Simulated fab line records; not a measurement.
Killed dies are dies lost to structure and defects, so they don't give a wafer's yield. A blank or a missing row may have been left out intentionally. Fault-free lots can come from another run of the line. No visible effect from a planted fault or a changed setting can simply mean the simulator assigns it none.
fab line records	flow n5_finfet
record: lots: 7	wafers: 39
route steps=1938 shown BEOL_M12@1649 MIM_BOT@1833 MIM_BOT_ETCH@1868
start_h: hours from the record's first day to the start of the lot's first wafer shown	wait_h: hours elapsed since this lot's preceding step	" same as the row above	L1.1+2: a single row standing in for several wafers	- no value present, or no start provided	* or withheld: withheld	< > ~ a bound
route shown NAME@n: NAME is a module with steps in the file, n the number in the route of the first one	usual: mean/standard deviation taken from wafers without a fault	same: alike in all rows	chamber/n: place in a boat	sites: the reading at each site	_std_site: standard deviation across them	_edge_site: the outer-site mean with the inner-site mean subtracted	radius_mm: how far each site lies from the wafer's centre	mask NAME#n: copy n	behind: tool/chamber where the wafer was last shaped	hold: why the lot went on hold/how many hours it stayed there/how the hold came to an end	device: the transistor (n, p or np) that didn't switch	end of line: tests run on the same wafers once the route is complete	for a step that has no rows: nothing shown but its recipe	killed: dies lost to structure and defects at the first sort, not the wafer's yield	map: a wafer's dies, marking killed ones x, the rest . and places with no die _
set.NAME: the run value of the setting; set.NAME@STEP: its run value at that earlier step	model.NAME: the simulator's own value behind a step, which no gauge read
lots whose settings were changed on purpose; a table a step, a row a wafer
== steps ==
step: N5_BEOL_M12_SPUTTER_44
recipe: material: Ta	target_thk_a: 100	temp_c: 50	bias_v: 80	power_w: 15000	chamber_pressure_pa: 0.07	time_s: 16.13
lot.wafer	tool	chamber	start_h	wait_h	set.time_s	model.Ta_of_BEOL_M12_SPUTTER_44.thk_nm
L077.1	pvd_sputter-01	-	284.38	0.0	9.474	6.2
L077.2+5	"	-	"	"	9.474	6
L077.3+4+6	"	-	"	"	16.13	10.2
L079.2+6	pvd_sputter-02	-	305.68	0.0	16.13	9.8
L079.3	"	-	"	"	16.13	10
L084.1+2+3+4+5+6	pvd_sputter-02	-	325.23	0.0	16.13	10
L091.1+4+5+6	pvd_sputter-01	-	358.61	0.0	16.13	10.2
L091.2+3	"	-	"	"	16.13	10
L088.1+2+3	pvd_sputter-01	-	359.77	0.0	16.13	10
L088.4+5+6	"	-	"	"	16.13	9.8
L090.1+5	pvd_sputter-01	-	375.03	0.0	8.692	5.8
L090.2+4	"	-	"	"	16.13	10.2
L090.3	"	-	"	"	16.13	10.4
L090.6	"	-	"	"	8.692	5.6
L096.1+3+6	pvd_sputter-03	-	420.06	0.0	24.76	15.2
L096.2+4+5	"	-	"	"	16.13	9.8
step: N5_BEOL_M12_SPUTTER_45
recipe: material: Cu	target_thk_a: 800	temp_c: -20	bias_v: 60	power_w: 26000	chamber_pressure_pa: 0.13	time_s: 13.33
step: N5_BEOL_M12_ECD_47
recipe: material: Cu	target_thk_a: 7200
step: N5_BEOL_M12_ANNEAL_48
recipe: temp_c: 225	time_s: 90	ambient: N2
step: N5_BEOL_M12_CMP_49
recipe: stop_on: SiOC	t_overpolish_s: 20.6	down_force_psi: 1	platen_rpm: 50	clearing_platen_down_force_psi: 1.5	clearing_platen_rpm: 50	post_cmp_clean: cu_alkaline	target_thk_nm: 320	clearing_platen_pad_velocity_m_s: 0.99484	pad_velocity_m_s: 0.99484
usual: barrier_field_endpoint_s: 30.4/0.72
lot.wafer	tool	chamber	start_h	wait_h	set.time_s@BEOL_M12_SPUTTER_44	barrier_field_endpoint_s
L077.2	cmp-01	0	285.02	0.2	9.474	25.4
L077.1	"	1	"	"	9.474	24.9
L077.3	"	2	"	"	16.13	31.2
L077.4	"	3	"	"	16.13	31.5
L077.5	"	0	"	"	9.474	25.8
L077.6	"	1	"	"	16.13	30.2
L079.2	cmp-03	3	306.56	0.3	16.13	28.9
L079.3	"	0	"	"	16.13	30.0
L079.6	"	1	"	"	16.13	29.8
L084.2	cmp-01	1	325.87	0.2	16.13	29.6
L084.1	"	2	"	"	16.13	30.4
L084.3	"	3	"	"	16.13	31.6
L084.4	"	0	"	"	16.13	29.7
L084.6	"	1	"	"	16.13	30.1
L084.5	"	2	"	"	16.13	30.1
L091.3	cmp-01	0	359.35	0.2	16.13	29.5
L091.1	"	1	"	"	16.13	29.0
L091.2	"	2	"	"	16.13	29.8
L091.4	"	3	"	"	16.13	30.4
L091.5	"	0	"	"	16.13	28.8
L091.6	"	1	"	"	16.13	29.7
L088.3	cmp-01	1	360.41	0.2	16.13	29.8
L088.2	"	2	"	"	16.13	29.9
L088.1	"	3	"	"	16.13	30.6
L088.4	"	0	"	"	16.13	29.5
L088.5	"	1	"	"	16.13	29.9
L088.6	"	2	"	"	16.13	30.0
L090.4	cmp-01	0	376.33	0.1	16.13	29.6
L090.3	"	1	"	"	16.13	30.4
L090.1	"	2	"	"	8.692	24.9
L090.2	"	3	"	"	16.13	30.9
L090.5	"	0	"	"	8.692	24.6
L090.6	"	1	"	"	8.692	23.9
L096.1	cmp-03	1	420.70	0.3	24.76	37.5
L096.2	"	2	"	"	16.13	31.4
L096.3	"	3	"	"	24.76	36.5
L096.4	"	0	"	"	16.13	29.4
L096.5	"	1	"	"	16.13	30.8
L096.6	"	2	"	"	24.76	37.2
step: N5_MIM_BOT_SPUTTER_00
recipe: material: TiN	target_thk_a: 350	temp_c: 200	power_w: 3000	chamber_pressure_pa: 0.49996	gas: Ar	reactive_partial_pa: 0.37997	time_s: 89.7
lot.wafer	tool	chamber	start_h	wait_h	set.time_s	model.TiN_of_MIM_BOT_SPUTTER_00.thk_nm
L077.1	pvd_sputter-01	-	308.62	0.0	89.7	35
L077.2	"	-	"	"	89.7	34.6
L077.3	"	-	"	"	61.36	23.6
L077.4	"	-	"	"	61.36	24.2
L077.5	"	-	"	"	61.36	23.8
L077.6	"	-	"	"	89.7	35.2
L079.2+3	pvd_sputter-01	-	324.70	0.0	89.7	35.4
L079.6	"	-	"	"	89.7	35.2
L084.1+3+4	pvd_sputter-03	-	342.41	0.0	89.7	34.6
L084.2+5+6	"	-	"	"	89.7	35
L091.1+5+6	pvd_sputter-03	-	382.43	0.0	64.32	24.4
L091.2	"	-	"	"	89.7	34.6
L091.3	"	-	"	"	89.7	34.4
L091.4	"	-	"	"	89.7	34.2
L088.1	pvd_sputter-03	-	383.07	0.0	89.7	35
L088.2	"	-	"	"	89.7	35.2
L088.3+6	"	-	"	"	89.7	34.6
L088.4+5	"	-	"	"	89.7	34.8
L090.1	pvd_sputter-03	-	399.40	0.0	115.6	44.8
L090.2	"	-	"	"	115.6	45
L090.3	"	-	"	"	89.7	34.8
L090.4+6	"	-	"	"	89.7	35.2
L090.5	"	-	"	"	115.6	44.6
L096.1+3	pvd_sputter-02	-	444.83	0.0	89.7	35.2
L096.2	"	-	"	"	89.7	35.6
L096.4	"	-	"	"	65.7	25.8
L096.5	"	-	"	"	65.7	26.6
L096.6	"	-	"	"	65.7	26
step: N5_MIM_BOT_ETCH_ETCH_00
recipe: chemistry: Cl2/BCl3	target: TiN	target_depth_a: 455	ion_energy_ev: 150	pressure_mtorr: 10	icp_w: 1000	bias_w: 126	Cl2_flow_sccm: 53.25	bcl3_flow_sccm: 21.75	Ar_flow_sccm: 25
lot.wafer	tool	chamber	start_h	wait_h	set.target_depth_a	model.etch.depth_nm
L077.1	rie_metal-02	1	311.55	0.1	455	45.6
L077.2	"	1	"	"	455	45.35
L077.3	"	1	"	"	455	45.31
L077.4	"	1	"	"	455	45.15
L077.5	"	1	"	"	455	45.33
L077.6	"	1	"	"	455	45.36
L079.2	rie_metal-03	1	327.57	0.1	455	46.4
L079.3	"	0	"	"	455	45.27
L079.6	"	1	"	"	455	46.55
L084.1	rie_metal-02	1	344.69	0.1	455	45.4
L084.2	"	0	"	"	620.6	61.14
L084.3	"	1	"	"	455	45.88
L084.4	"	0	"	"	455	44.83
L084.5	"	0	"	"	620.6	61.43
L084.6	"	1	"	"	620.6	61.67
L091.1	rie_metal-02	0	384.83	0.1	698.8	69.66
L091.2	"	1	"	"	455	45.48
L091.3	"	0	"	"	698.8	69.57
L091.4	"	1	"	"	455	45.43
L091.5	"	0	"	"	455	44.88
L091.6	"	1	"	"	698.8	69.72
L088.1	rie_metal-02	0	386.77	0.1	194.1	18.84
L088.2	"	1	"	"	455	44.65
L088.3	"	1	"	"	194.1	19.24
L088.4	"	0	"	"	194.1	18.97
L088.5	"	0	"	"	455	44.78
L088.6	"	1	"	"	455	44.9
L090.1	rie_metal-01	1	404.15	0.1	455	47.29
L090.2	"	0	"	"	665.9	66.13
L090.3	"	0	"	"	665.9	66.3
L090.4	"	1	"	"	455	47.44
L090.5	"	1	"	"	665.9	69.49
L090.6	"	0	"	"	455	45.35
L096.1	rie_metal-01	0	449.47	0.1	649.6	64.16
L096.2	"	1	"	"	649.6	67.29
L096.3	"	1	"	"	455	47.54
L096.4	"	0	"	"	455	44.98
L096.5	"	1	"	"	649.6	67.64
L096.6	"	0	"	"	455	44.75
== key ==
split: step: N5_BEOL_M12_SPUTTER_44	setting: time_s	stated: 16.13	by: wafer
response: step: N5_BEOL_M12_SPUTTER_44	reading: model.Ta_of_BEOL_M12_SPUTTER_44.thk_nm	change: +0.0999	per: 1%	r: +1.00
response: step: N5_BEOL_M12_CMP_49	reading: barrier_field_endpoint_s	change: +0.127	per: 1%	r: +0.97
split: step: N5_MIM_BOT_SPUTTER_00	setting: time_s	stated: 89.7	by: wafer
response: step: N5_MIM_BOT_SPUTTER_00	reading: model.TiN_of_MIM_BOT_SPUTTER_00.thk_nm	change: +0.346	per: 1%	r: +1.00
split: step: N5_MIM_BOT_ETCH_ETCH_00	setting: target_depth_a	stated: 455	by: wafer
response: step: N5_MIM_BOT_ETCH_ETCH_00	reading: model.etch.depth_nm	change: +0.454	per: 1%	r: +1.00
